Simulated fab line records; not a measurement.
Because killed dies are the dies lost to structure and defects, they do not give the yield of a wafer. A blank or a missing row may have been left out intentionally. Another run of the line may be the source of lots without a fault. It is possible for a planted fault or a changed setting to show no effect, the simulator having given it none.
Which tool did it? / flow n5Finfet / 9 lots with 27 wafers sampled at 5 steps, on a route of 1938 steps

## WHAT THE GAUGES READ, wafer by wafer
N5_ILD0_THK_MEAS_04. Usual: 197.7 nm for thkNm, sd 1.1.
lot=L736; measured=day 3 12:53; on=filmMetro-01; thkNm (nm)=196.9 195.4 196.6; flag=
lot=L737; measured=day 3 18:52; on=filmMetro-02; thkNm (nm)=196.8 198.2 197.4; flag=
lot=L744; measured=day 5 12:49; on=filmMetro-01; thkNm (nm)=197.3 198.0 198.2; flag=
lot=L746; measured=day 6 02:43; on=filmMetro-02; thkNm (nm)=198.5 198.2 198.9; flag=
lot=L751; measured=day 7 11:38; on=filmMetro-01; thkNm (nm)=197.0 197.5 198.8; flag=
lot=L752; measured=day 7 13:01; on=filmMetro-01; thkNm (nm)=196.8 197.7 198.3; flag=
lot=L753; measured=day 7 22:45; on=filmMetro-01; thkNm (nm)=199.3 200.1 200.4; flag=
lot=L757; measured=day 8 21:10; on=filmMetro-02; thkNm (nm)=198.0 198.1 197.9; flag=
lot=L758; measured=day 9 06:15; on=filmMetro-01; thkNm (nm)=197.3 197.3 197.8; flag=

N5_ILD0_THK_MEAS_08. Usual: 139.1 nm for thkNm, sd 0.89.
lot=L736; measured=day 3 13:13; on=filmMetro-02; thkNm (nm)=138.8 140.4 139.9; flag=
lot=L737; measured=day 3 19:11; on=filmMetro-01; thkNm (nm)=138.6 138.8 138.4; flag=
lot=L744; measured=day 5 13:08; on=filmMetro-01; thkNm (nm)=140.3 141.4 140.1; flag=
lot=L746; measured=day 6 03:02; on=filmMetro-02; thkNm (nm)=139.4 138.8 138.7; flag=
lot=L751; measured=day 7 11:58; on=filmMetro-02; thkNm (nm)=138.8 139.1 137.6; flag=
lot=L752; measured=day 7 13:28; on=filmMetro-02; thkNm (nm)=138.6 139.3 139.8; flag=
lot=L753; measured=day 7 23:05; on=filmMetro-02; thkNm (nm)=137.8 137.9 138.9; flag=
lot=L757; measured=day 8 21:29; on=filmMetro-01; thkNm (nm)=139.5 140.4 141.1; flag=
lot=L758; measured=day 9 06:34; on=filmMetro-02; thkNm (nm)=140.3 140.3 141.5; flag=

N5_BEOL_M4_RC_MEAS_101. Usual: DIBL_N 36.4 mV/V, standard deviation 1.5; DIBL_P 36.4 mV/V, standard deviation 1.6; IOFF_N 0.164 nA/um, standard deviation 0.025; IOFF_P 0.214 nA/um, standard deviation 0.028; ION_N 675 uA/um, standard deviation 9.9; ION_P 463 uA/um, standard deviation 6.5; SS_N 71.5 mV/dec, standard deviation 0.5; SS_P 73.3 mV/dec, standard deviation 0.56; VT_N 249.2 mV, standard deviation 2.7; VT_P -250.1 mV, standard deviation 2.8.
lot=L736; measured=day 7 20:11; on=prober-02; DIBL_N (mV/V)=36.5 37.0 37.2; DIBL_P (mV/V)=35.4 36.7 36.3; IOFF_N (nA/um)=0.134 0.155 0.149; IOFF_P (nA/um)=0.171 0.186 0.185; ION_N (uA/um)=664 688 660; ION_P (uA/um)=453 458 451; SS_N (mV/dec)=71.2 70.7 70.8; SS_P (mV/dec)=73.7 73.7 73.2; VT_N (mV)=250.4 248.1 251.0; VT_P (mV)=-256.0 -253.7 -256.5; flag=
lot=L737; measured=day 8 09:56; on=prober-01; DIBL_N (mV/V)=37.4 38.5 36.1; DIBL_P (mV/V)=35.4 37.0 33.7; IOFF_N (nA/um)=0.145 0.171 0.129; IOFF_P (nA/um)=0.213 0.250 0.190; ION_N (uA/um)=671 678 659; ION_P (uA/um)=465 470 459; SS_N (mV/dec)=70.9 71.7 71.3; SS_P (mV/dec)=73.9 74.0 73.2; VT_N (mV)=251.9 249.3 254.3; VT_P (mV)=-249.3 -245.5 -250.1; flag=
lot=L744; measured=day 9 21:47; on=prober-01; DIBL_N (mV/V)=35.3 35.9 35.8; DIBL_P (mV/V)=38.5 37.9 37.8; IOFF_N (nA/um)=0.150 0.158 0.153; IOFF_P (nA/um)=0.253 0.246 0.246; ION_N (uA/um)=665 671 669; ION_P (uA/um)=468 469 462; SS_N (mV/dec)=71.6 71.8 71.8; SS_P (mV/dec)=73.5 74.0 73.8; VT_N (mV)=251.1 251.9 252.0; VT_P (mV)=-244.9 -246.6 -245.0; flag=
lot=L746; measured=day 10 03:02; on=prober-01; DIBL_N (mV/V)=36.6 36.8 37.5; DIBL_P (mV/V)=35.7 35.6 36.3; IOFF_N (nA/um)=0.166 0.178 0.184; IOFF_P (nA/um)=0.235 0.235 0.242; ION_N (uA/um)=669 674 681; ION_P (uA/um)=464 465 456; SS_N (mV/dec)=70.9 71.5 72.0; SS_P (mV/dec)=73.8 73.2 73.2; VT_N (mV)=247.2 247.5 246.3; VT_P (mV)=-249.2 -249.1 -250.3; flag=
lot=L751; measured=day 12 00:56; on=prober-02; DIBL_N (mV/V)=35.4 35.3 36.4; DIBL_P (mV/V)=33.4 34.4 35.1; IOFF_N (nA/um)=0.136 0.144 0.163; IOFF_P (nA/um)=0.170 0.180 0.200; ION_N (uA/um)=675 672 685; ION_P (uA/um)=462 458 472; SS_N (mV/dec)=71.7 71.2 71.6; SS_P (mV/dec)=72.2 72.3 72.8; VT_N (mV)=252.1 252.8 251.1; VT_P (mV)=-252.7 -253.9 -253.5; flag=
lot=L752; measured=day 12 05:47; on=prober-02; DIBL_N (mV/V)=36.1 34.7 36.1; DIBL_P (mV/V)=35.7 34.1 36.0; IOFF_N (nA/um)=0.175 0.146 0.174; IOFF_P (nA/um)=0.209 0.191 0.210; ION_N (uA/um)=686 675 682; ION_P (uA/um)=466 464 459; SS_N (mV/dec)=71.6 71.5 71.4; SS_P (mV/dec)=72.9 72.1 73.4; VT_N (mV)=244.6 250.2 249.9; VT_P (mV)=-251.3 -250.9 -251.5; flag=
lot=L753; measured=day 12 08:25; on=prober-01; DIBL_N (mV/V)=37.9 36.9 38.5; DIBL_P (mV/V)=38.7 37.5 39.4; IOFF_N (nA/um)=0.222 0.207 0.247; IOFF_P (nA/um)=0.244 0.225 0.256; ION_N (uA/um)=696 697 703; ION_P (uA/um)=468 468 469; SS_N (mV/dec)=72.3 71.7 71.3; SS_P (mV/dec)=73.6 74.4 74.2; VT_N (mV)=246.7 245.8 242.5; VT_P (mV)=-248.5 -249.9 -246.1; flag=
lot=L757; measured=day 13 03:38; on=prober-02; DIBL_N (mV/V)=35.1 34.7 35.5; DIBL_P (mV/V)=34.9 34.4 35.5; IOFF_N (nA/um)=0.159 0.146 0.157; IOFF_P (nA/um)=0.175 0.169 0.187; ION_N (uA/um)=681 674 667; ION_P (uA/um)=458 457 455; SS_N (mV/dec)=71.7 71.1 71.8; SS_P (mV/dec)=73.1 73.1 72.9; VT_N (mV)=250.2 249.3 249.2; VT_P (mV)=-254.8 -252.5 -254.0; flag=
lot=L758; measured=day 13 16:01; on=prober-02; DIBL_N (mV/V)=35.5 36.0 36.3; DIBL_P (mV/V)=35.8 36.8 36.5; IOFF_N (nA/um)=0.140 0.158 0.155; IOFF_P (nA/um)=0.200 0.221 0.216; ION_N (uA/um)=660 670 665; ION_P (uA/um)=457 465 464; SS_N (mV/dec)=71.3 72.0 71.7; SS_P (mV/dec)=72.4 73.2 72.3; VT_N (mV)=250.5 249.4 251.5; VT_P (mV)=-249.5 -250.0 -250.7; flag=

## TOOL THAT RAN EACH LOT (tool first, then ch and the chambers of the sampled wafers, then the start)
lot=L736; N5_ILD0_CMP_03=cmp-01 ch 1,2,3, day 3 12:40; N5_SDB_ETCH_17=rieDiel-02 ch 2,3, day 3 17:45
lot=L737; N5_ILD0_CMP_03=cmp-04 ch 0,2,3, day 3 18:34; N5_SDB_ETCH_17=rieDiel-02 ch 0,2,3, day 3 22:55
lot=L744; N5_ILD0_CMP_03=cmp-01 ch 1,3, day 5 12:34; N5_SDB_ETCH_17=rieDiel-02 ch 0,3, day 5 17:05
lot=L746; N5_ILD0_CMP_03=cmp-04 ch 1,2,3, day 6 02:28; N5_SDB_ETCH_17=rieDiel-02 ch 0,2,3, day 6 06:53
lot=L751; N5_ILD0_CMP_03=cmp-02 ch 0,1,2, day 7 11:20; N5_SDB_ETCH_17=rieDiel-02 ch 1,2,3, day 7 15:53
lot=L752; N5_ILD0_CMP_03=cmp-01 ch 0,2, day 7 12:43; N5_SDB_ETCH_17=rieDiel-02 ch 1,3, day 7 17:12
lot=L753; N5_ILD0_CMP_03=cmp-01 ch 0,2,3, day 7 22:28; N5_SDB_ETCH_17=rieDiel-04 ch 0,1,2, day 8 02:49
lot=L757; N5_ILD0_CMP_03=cmp-01 ch 0,1,3, day 8 20:52; N5_SDB_ETCH_17=rieDiel-04 ch 0,1,3, day 9 02:14
lot=L758; N5_ILD0_CMP_03=cmp-02 ch 0,1,3, day 9 05:59; N5_SDB_ETCH_17=rieDiel-01 ch 1,2, day 9 10:25
- N5_ILD0_CMP_03: polishes, stops on SiNx, t overpolish 1.9 s, target thk 197.38 nm.
- N5_SDB_ETCH_17: etches SiARC in CF4, target depth 23.4 nm, time 39 s.

## WHAT THE TOOLS THEMSELVES READ (means of the sampled wafers that have a number; where no wafer has one, the mark that the record gives instead)
N5_ILD0_CMP_03. Usual: motorCurrentA 12.9 A, standard deviation 1.5; overpolishRunS 1.899 s, standard deviation 0.0087; timeToEndpointS 72 s, standard deviation 4.7.
lot=L736; tool=cmp-01; motorCurrentA (A)=12.8; overpolishRunS (s)=1.901; timeToEndpointS (s)=68; flag=
lot=L737; tool=cmp-04; motorCurrentA (A)=12.3; overpolishRunS (s)=1.902; timeToEndpointS (s)=72; flag=
lot=L744; tool=cmp-01; motorCurrentA (A)=12.1; overpolishRunS (s)=1.898; timeToEndpointS (s)=70; flag=
lot=L746; tool=cmp-04; motorCurrentA (A)=12.5; overpolishRunS (s)=1.897; timeToEndpointS (s)=77; flag=
lot=L751; tool=cmp-02; motorCurrentA (A)=12.0; overpolishRunS (s)=1.910; timeToEndpointS (s)=67; flag=
lot=L752; tool=cmp-01; motorCurrentA (A)=14.7; overpolishRunS (s)=1.901; timeToEndpointS (s)=74; flag=
lot=L753; tool=cmp-01; motorCurrentA (A)=14.0; overpolishRunS (s)=1.896; timeToEndpointS (s)=76; flag=
lot=L757; tool=cmp-01; motorCurrentA (A)=13.4; overpolishRunS (s)=1.898; timeToEndpointS (s)=74; flag=
lot=L758; tool=cmp-02; motorCurrentA (A)=12.5; overpolishRunS (s)=1.902; timeToEndpointS (s)=74; flag=

N5_SDB_ETCH_17. Usual: biasW 36.01 W, standard deviation 0.12; drypumpMotorCurrentA 5.5 A, standard deviation 0.43; etchRfOnTimeS 38.8 s, standard deviation 0.62; oesProductAu 0.68 a.u., standard deviation 0.075; rfFwdPowerW 533.6 W, standard deviation 2.1; rfVppV 184.1 V, standard deviation 1.1; showerheadPlenumPTorr 2.14 Torr, standard deviation 0.058; throttleValvePct 15.73 %, standard deviation 0.2.
lot=L736; tool=rieDiel-02; biasW (W)=35.91; drypumpMotorCurrentA (A)=4.9; etchRfOnTimeS (s)=38.9; oesProductAu (a.u.)=0.66; rfFwdPowerW (W)=534.0; rfVppV (V)=184.2; showerheadPlenumPTorr (Torr)=2.13; throttleValvePct (%)=15.67; flag=
lot=L737; tool=rieDiel-02; biasW (W)=35.93; drypumpMotorCurrentA (A)=5.2; etchRfOnTimeS (s)=39.1; oesProductAu (a.u.)=0.66; rfFwdPowerW (W)=532.4; rfVppV (V)=183.4; showerheadPlenumPTorr (Torr)=2.12; throttleValvePct (%)=15.76; flag=
lot=L744; tool=rieDiel-02; biasW (W)=36.05; drypumpMotorCurrentA (A)=5.1; etchRfOnTimeS (s)=38.9; oesProductAu (a.u.)=0.66; rfFwdPowerW (W)=533.6; rfVppV (V)=184.8; showerheadPlenumPTorr (Torr)=2.15; throttleValvePct (%)=15.71; flag=
lot=L746; tool=rieDiel-02; biasW (W)=35.98; drypumpMotorCurrentA (A)=5.2; etchRfOnTimeS (s)=39.3; oesProductAu (a.u.)=0.65; rfFwdPowerW (W)=533.3; rfVppV (V)=183.9; showerheadPlenumPTorr (Torr)=2.11; throttleValvePct (%)=15.81; flag=
lot=L751; tool=rieDiel-02; biasW (W)=36.75; drypumpMotorCurrentA (A)=5.1; etchRfOnTimeS (s)=38.7; oesProductAu (a.u.)=0.69; rfFwdPowerW (W)=532.2; rfVppV (V)=186.6; showerheadPlenumPTorr (Torr)=2.10; throttleValvePct (%)=15.63; flag=OFF
lot=L752; tool=rieDiel-02; biasW (W)=37.42; drypumpMotorCurrentA (A)=5.0; etchRfOnTimeS (s)=38.7; oesProductAu (a.u.)=0.69; rfFwdPowerW (W)=532.5; rfVppV (V)=188.5; showerheadPlenumPTorr (Torr)=2.13; throttleValvePct (%)=15.55; flag=OFF
lot=L753; tool=rieDiel-04; biasW (W)=35.94; drypumpMotorCurrentA (A)=5.3; etchRfOnTimeS (s)=38.5; oesProductAu (a.u.)=0.72; rfFwdPowerW (W)=534.5; rfVppV (V)=183.9; showerheadPlenumPTorr (Torr)=2.16; throttleValvePct (%)=15.76; flag=
lot=L757; tool=rieDiel-04; biasW (W)=35.96; drypumpMotorCurrentA (A)=5.2; etchRfOnTimeS (s)=38.5; oesProductAu (a.u.)=0.68; rfFwdPowerW (W)=533.9; rfVppV (V)=184.5; showerheadPlenumPTorr (Torr)=2.15; throttleValvePct (%)=15.77; flag=
lot=L758; tool=rieDiel-01; biasW (W)=35.91; drypumpMotorCurrentA (A)=5.8; etchRfOnTimeS (s)=38.1; oesProductAu (a.u.)=0.73; rfFwdPowerW (W)=536.3; rfVppV (V)=185.0; showerheadPlenumPTorr (Torr)=2.20; throttleValvePct (%)=15.40; flag=

## THE ANSWER, worked out from the rows above alone
Rule: a lot is off if the mean of its wafers that have a number lies more than 3 standard deviations from the usual mean. A lot without any number at a reading at which 4 lots or more have one is off too. The other lots that the step has rows for count as sound. The gauges are gone through in route order, then the tools' own readings, and for those a lot's mean is taken as printed above. The first step at which some lot is off is used, and at that step the reading that is off furthest; a lot without a number counts as furthest.
Off at N5_SDB_ETCH_17 (biasW): L751, L752.
A tool fits if, at that step or a process step before it, it ran every lot that is off, and no sound lot after the first of them. One candidate fits, namely rieDiel-02 at N5_SDB_ETCH_17. A fault onset in the window from L746 (day 6 06:53, its last sound lot) to L751 (day 7 15:53, its first lot off) fits.
The tool's own readings at N5_SDB_ETCH_17 bear it out: on the lots that are off they differ by more than 5 times the standard deviation of the sound lots' means. biasW reads 37.09 W there against 35.95 W on the sound lots; rfVppV reads 187.6 V there against 184.2 V on the sound lots.

## WHAT THE SIMULATOR HAD INSERTED
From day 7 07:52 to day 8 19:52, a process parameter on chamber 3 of rieDiel-02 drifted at N5_SDB_ETCH_17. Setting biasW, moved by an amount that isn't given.
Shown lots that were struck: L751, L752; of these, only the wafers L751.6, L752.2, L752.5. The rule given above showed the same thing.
